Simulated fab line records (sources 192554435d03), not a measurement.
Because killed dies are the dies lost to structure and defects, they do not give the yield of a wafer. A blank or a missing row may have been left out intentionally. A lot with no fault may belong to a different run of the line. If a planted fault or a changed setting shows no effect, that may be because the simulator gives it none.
3 desks looking at one fault	flow n5Finfet	each desk has only its own numbers; what lay behind them comes last

THE DEFECT DESK
What the inspections along the route counted, lot by lot: means of the sampled wafers that have a number. Marked OUT: a lot whose mean sits more than 4 standard deviations from the usual mean, which makes it out of limits; the brackets give that distance.
Columns: A = rawDefectCount at N5_SD_EPI_N_INSPECT_26, usual 196; B = rawDefectCount at N5_SD_EPI_P_INSPECT_11, usual 2.1
lot	first seen here	A	B
L528	day 5 20:35	152	2.3
L530	day 6 05:16	211	1.7
L531	day 6 12:52	238	1.5
L532	day 6 23:25	319	1.5
L536	day 7 18:11	222	1.0
L540	day 8 20:38	205	2.3
L541	day 9 03:59	154	1.0
This desk found nothing out of limits on any of the 7 lots.

AT THE METROLOGY DESK
What the gauges read for every lot (on any tool): the sampled wafers with a number, averaged. Marked OUT: a lot whose mean sits more than 4 standard deviations from the usual mean, which makes it out of limits; the brackets give that distance. 7 of its 12 readings are shown, namely those furthest out on some lot.
Columns: A = DIBL_N at N5_BEOL_M4_RC_MEAS_101, usual 36.3 mV/V; B = IOFF_N at N5_BEOL_M4_RC_MEAS_101, usual 0.16 nA/um; C = IOFF_P at N5_BEOL_M4_RC_MEAS_101, usual 0.21 nA/um; D = ION_P at N5_BEOL_M4_RC_MEAS_101, usual 459 uA/um; E = SS_P at N5_BEOL_M4_RC_MEAS_101, usual 73.3 mV/dec; F = VT_N at N5_BEOL_M4_RC_MEAS_101, usual 250 mV; G = VT_P at N5_BEOL_M4_RC_MEAS_101, usual -251 mV
lot	first seen here	A	B	C	D	E	F	G
L528	day 5 20:51	36.7	0.16	0.22	459	73.5	252	-248
L530	day 6 05:40	39.0	0.18	0.22	461	73.4	248	-251
L531	day 6 13:16	37.4	0.20	0.26	460	75.0	251	-244
L532	day 6 23:49	38.9	0.20	0.25	472	73.8	248	-247
L536	day 7 18:35	35.9	0.17	0.21	456	73.6	250	-250
L540	day 8 21:02	37.1	0.18	0.21	465	74.2	248	-248
L541	day 9 04:16	38.3	0.23	0.26	462	74.0	243	-246
This desk found nothing out of limits on any of the 7 lots.

THE TOOL OWNER'S DESK: rieDiel-03
The tool's own readings at N5_SD_EPI_P_DESCUM_14 (chemistry O2, time 7.9 s): means of the sampled wafers that have a number, for each lot that ran on this tool. Marked OUT: a lot whose mean sits more than 4 standard deviations from the usual mean, which makes it out of limits; the brackets give that distance.
Columns: A = chamberPressureMTorr at N5_SD_EPI_P_DESCUM_14, usual 20.000 mTorr; B = drypumpMotorCurrentA at N5_SD_EPI_P_DESCUM_14, usual 5.9 A; C = o2FlowSccm at N5_SD_EPI_P_DESCUM_14, usual 225.0 sccm; D = oesProductAu at N5_SD_EPI_P_DESCUM_14, usual 0.80 a.u.; E = rfVppV at N5_SD_EPI_P_DESCUM_14, usual 243.1 V; F = showerheadPlenumPTorr at N5_SD_EPI_P_DESCUM_14, usual 2.09 Torr; G = throttleValvePct at N5_SD_EPI_P_DESCUM_14, usual 20.28 %
lot	first seen here	A	B	C	D	E	F	G
L530	day 6 05:45	19.984	6.4	224.8	0.77	243.7	2.07	20.22
L531	day 6 13:35	19.987	6.0	224.7	0.82	242.9	2.08	20.23
L532	day 6 23:59	19.999	6.5	224.9	0.79	242.8	2.06	20.37
L536	day 7 18:40	20.011	6.6	224.8	0.79	242.7	2.06	20.38
This desk found nothing out of limits on any of the 4 lots.

ALL TOGETHER
Nothing the defect desk looked at was out of limits.
At the metrology desk, nothing out of limits was observed.
Nothing out of limits was seen by the tool owner's desk.

WHAT HAD BEEN PUT IN BY THE SIMULATOR
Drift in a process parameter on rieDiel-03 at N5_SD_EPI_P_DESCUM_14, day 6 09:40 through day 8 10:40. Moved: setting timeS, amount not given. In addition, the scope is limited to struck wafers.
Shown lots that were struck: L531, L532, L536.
